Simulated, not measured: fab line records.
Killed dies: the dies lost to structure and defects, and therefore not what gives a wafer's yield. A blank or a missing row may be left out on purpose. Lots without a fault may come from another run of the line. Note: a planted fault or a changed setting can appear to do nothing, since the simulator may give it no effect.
Which tool is to blame? / flow n5Finfet / 11 lots, 29 wafers sampled, at 2 steps of a route of 1938

== WHAT THE GAUGES READ, wafer by wafer ==
N5_BEOL_M12_OVL_MEAS_29. Usual: M12_OVL gives 3 nm (standard deviation 5.2).
lot=L630; measured=day 10 03:25; on=overlay-01; M12_OVL (nm)=7 0 4; flag=
lot=L631; measured=day 10 14:55; on=overlay-02; M12_OVL (nm)=8 8 5; flag=
lot=L633; measured=day 10 21:19; on=overlay-02; M12_OVL (nm)=0 -4 0; flag=
lot=L634; measured=day 11 01:43; on=overlay-01; M12_OVL (nm)=9 9 5; flag=
lot=L635; measured=day 11 20:20; on=overlay-01; M12_OVL (nm)=3 7; flag=
lot=L637; measured=day 12 13:50; on=overlay-02; M12_OVL (nm)=5 2 8; flag=
lot=L642; measured=day 13 03:59; on=overlay-01; M12_OVL (nm)=-1 1 0; flag=
lot=L641; measured=day 13 04:43; on=overlay-02; M12_OVL (nm)=0 1; flag=
lot=L644; measured=day 14 06:50; on=overlay-02; M12_OVL (nm)=-4 2 6; flag=
lot=L650; measured=day 15 12:17; on=overlay-02; M12_OVL (nm)=2 3; flag=
lot=L652; measured=day 16 10:24; on=overlay-02; M12_OVL (nm)=1 2; flag=

== EACH LOT AND THE TOOL THAT RAN IT (in order: tool; ch and the chambers of the sampled wafers; start) ==
lot=L630; N5_BEOL_M12_STRIP_63=plasmaAsher-02 ch 0,1, day 10 02:45
lot=L631; N5_BEOL_M12_STRIP_63=plasmaAsher-01 ch 0,1, day 10 14:20
lot=L633; N5_BEOL_M12_STRIP_63=plasmaAsher-01 ch 0,1, day 10 20:37
lot=L634; N5_BEOL_M12_STRIP_63=plasmaAsher-01 ch 0,1, day 11 01:01
lot=L635; N5_BEOL_M12_STRIP_63=plasmaAsher-01 ch 0, day 11 19:47
lot=L637; N5_BEOL_M12_STRIP_63=plasmaAsher-01 ch 0, day 12 13:08
lot=L642; N5_BEOL_M12_STRIP_63=plasmaAsher-02 ch 0,1, day 13 03:24
lot=L641; N5_BEOL_M12_STRIP_63=plasmaAsher-02 ch 0,1, day 13 04:10
lot=L644; N5_BEOL_M12_STRIP_63=plasmaAsher-01 ch 0,1, day 14 06:07
lot=L650; N5_BEOL_M12_STRIP_63=plasmaAsher-02 ch 0,1, day 15 11:35
lot=L652; N5_BEOL_M12_STRIP_63=plasmaAsher-01 ch 0,1, day 16 09:52
- N5_BEOL_M12_STRIP_63: strips in N2/H2.

== AS READ BY THE TOOLS THEMSELVES (means over the sampled wafers that have a number; for cases with no such wafer, the mark the record gives instead) ==
N5_BEOL_M12_STRIP_63. Usual: chamberPressureMTorr 1000.1 mTorr, standard deviation 1.3; drypumpMotorCurrentA 5.4 A, standard deviation 0.4; heaterPowerW 314 W, standard deviation 12; oesProductAu 0.693 a.u., standard deviation 0.0044; stripTimeToEndpointS 42.8 s, standard deviation 0.86.
lot=L630; tool=plasmaAsher-02; chamberPressureMTorr (mTorr)=1001.6; drypumpMotorCurrentA (A)=5.6; heaterPowerW (W)=318; oesProductAu (a.u.)=0.695; stripTimeToEndpointS (s)=42.8; flag=
lot=L631; tool=plasmaAsher-01; chamberPressureMTorr (mTorr)=1000.2; drypumpMotorCurrentA (A)=5.5; heaterPowerW (W)=311; oesProductAu (a.u.)=0.695; stripTimeToEndpointS (s)=42.0; flag=
lot=L633; tool=plasmaAsher-01; chamberPressureMTorr (mTorr)=1000.8; drypumpMotorCurrentA (A)=5.2; heaterPowerW (W)=308; oesProductAu (a.u.)=0.691; stripTimeToEndpointS (s)=42.6; flag=
lot=L634; tool=plasmaAsher-01; chamberPressureMTorr (mTorr)=1000.5; drypumpMotorCurrentA (A)=5.5; heaterPowerW (W)=306; oesProductAu (a.u.)=0.692; stripTimeToEndpointS (s)=43.6; flag=
lot=L635; tool=plasmaAsher-01; chamberPressureMTorr (mTorr)=1000.7; drypumpMotorCurrentA (A)=5.8; heaterPowerW (W)=308; oesProductAu (a.u.)=0.691; stripTimeToEndpointS (s)=43.2; flag=
lot=L637; tool=plasmaAsher-01; chamberPressureMTorr (mTorr)=1000.6; drypumpMotorCurrentA (A)=5.8; heaterPowerW (W)=312; oesProductAu (a.u.)=0.693; stripTimeToEndpointS (s)=42.4; flag=
lot=L642; tool=plasmaAsher-02; chamberPressureMTorr (mTorr)=998.8; drypumpMotorCurrentA (A)=5.3; heaterPowerW (W)=328; oesProductAu (a.u.)=0.695; stripTimeToEndpointS (s)=43.2; flag=
lot=L641; tool=plasmaAsher-02; chamberPressureMTorr (mTorr)=1000.5; drypumpMotorCurrentA (A)=5.4; heaterPowerW (W)=320; oesProductAu (a.u.)=0.696; stripTimeToEndpointS (s)=43.5; flag=
lot=L644; tool=plasmaAsher-01; chamberPressureMTorr (mTorr)=997.1; drypumpMotorCurrentA (A)=5.2; heaterPowerW (W)=307; oesProductAu (a.u.)=0.693; stripTimeToEndpointS (s)=43.2; flag=
lot=L650; tool=plasmaAsher-02; chamberPressureMTorr (mTorr)=1000.3; drypumpMotorCurrentA (A)=5.4; heaterPowerW (W)=322; oesProductAu (a.u.)=0.696; stripTimeToEndpointS (s)=42.5; flag=
lot=L652; tool=plasmaAsher-01; chamberPressureMTorr (mTorr)=999.5; drypumpMotorCurrentA (A)=5.3; heaterPowerW (W)=305; oesProductAu (a.u.)=0.691; stripTimeToEndpointS (s)=41.4; flag=

== THE ANSWER, worked out from the rows above alone ==
Rule: lot off if the mean of its wafers having a number is beyond 3 standard deviations from the usual mean. A lot without any number at a reading at which 4 lots or more have one is off too. All remaining lots with rows at the step are treated as sound. First the gauges in route order, then the tools' own readings, where a lot's mean is used as printed above. The first step at which some lot is off is used, and at that step the reading that is off furthest; a lot without a number counts as furthest.
None of the lots is off at any reading shown; this tells nothing.

== WHAT THE SIMULATOR HAD PUT IN ==
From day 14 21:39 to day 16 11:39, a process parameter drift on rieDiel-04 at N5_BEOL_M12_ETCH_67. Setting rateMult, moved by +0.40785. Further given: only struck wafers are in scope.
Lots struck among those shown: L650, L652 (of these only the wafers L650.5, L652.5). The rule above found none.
